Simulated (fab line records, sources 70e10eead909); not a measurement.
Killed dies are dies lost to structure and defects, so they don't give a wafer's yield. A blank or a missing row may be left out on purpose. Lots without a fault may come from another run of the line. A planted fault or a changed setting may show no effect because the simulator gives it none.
One fault seen from 2 desks | flow nand_harc | each desk has only its own numbers; what lay behind them comes last

THE TOOL OWNER'S DESK: rie_diel-13
The tool's own readings at NHARC_P_M0_STRIP_18 (strips in N2/H2): means of the sampled wafers that have a number, for each lot that ran on this tool. A lot is out of limits, marked OUT, if its mean lies more than 4 standard deviations from the usual mean; the brackets give that distance.
Columns: A = drypump_motor_current_A at NHARC_P_M0_STRIP_18, usual 5.69 A; B = oes_product_au at NHARC_P_M0_STRIP_18, usual 1.000 a.u.; C = rf_vpp_V at NHARC_P_M0_STRIP_18, usual 90.9 V; D = showerhead_plenum_p_Torr at NHARC_P_M0_STRIP_18, usual 2.08 Torr; E = throttle_valve_pct at NHARC_P_M0_STRIP_18, usual 14.171 %
lot  | first seen here | A    | B     | C    | D    | E
L953 | day 6 09:32     | 5.55 | 0.999 | 91.4 | 2.09 | 14.172
L956 | day 7 08:59     | 5.60 | 0.996 | 90.8 | 2.09 | 14.171
L957 | day 7 12:27     | 5.67 | 1.001 | 89.9 | 2.02 | 14.173
L958 | day 8 06:43     | 5.69 | 1.003 | 91.7 | 2.14 | 14.169
L964 | day 10 21:29    | 5.85 | 0.993 | 91.1 | 1.99 | 14.169
L970 | day 12 23:58    | 5.76 | 0.998 | 90.2 | 2.06 | 14.176
L972 | day 13 20:50    | 5.58 | 0.995 | 92.0 | 2.08 | 14.173
L973 | day 14 10:43    | 5.60 | 0.994 | 90.9 | 2.08 | 14.178
This desk's finding: nothing out of limits on any of the 8 lots.

THE METROLOGY DESK
What the gauges read, lot by lot, whatever tool the lot ran on: means of the sampled wafers that have a number. A lot is out of limits, marked OUT, if its mean lies more than 4 standard deviations from the usual mean; the brackets give that distance.
Columns: A = thk_nm at NHARC_THIN_TSV_THK_MEAS_02, usual 3012 nm; B = cd_nm at NHARC_THIN_TSV_CD_MEAS_33, usual 5000.3 nm
lot  | first seen here | A    | B
L953 | day 24 03:21    | 2998 | 5000.3
L957 | day 24 22:04    | 2893 | 4998.7
L958 | day 25 11:34    | 3012 | 5001.2
L956 | day 25 20:29    | 3082 | 5001.8
L960 | day 26 11:40    | 3031 | 5001.4
L961 | day 26 12:53    | 2599 | 5000.9
L963 | day 27 21:12    | 3134 | 5001.2
L964 | day 27 23:03    | 3038 | 5000.7
L972 | day 31 05:04    | 2856 | 5001.7
L970 | day 31 16:48    | 3184 | 5000.6
L973 | day 32 11:01    | 2953 | 5001.3
L974 | day 32 13:23    | 3267 | 4999.2
This desk's finding: nothing out of limits on any of the 12 lots.

PUT TOGETHER
The tool owner's desk saw nothing out of limits.
The metrology desk saw nothing out of limits.

WHAT THE SIMULATOR HAD PUT IN
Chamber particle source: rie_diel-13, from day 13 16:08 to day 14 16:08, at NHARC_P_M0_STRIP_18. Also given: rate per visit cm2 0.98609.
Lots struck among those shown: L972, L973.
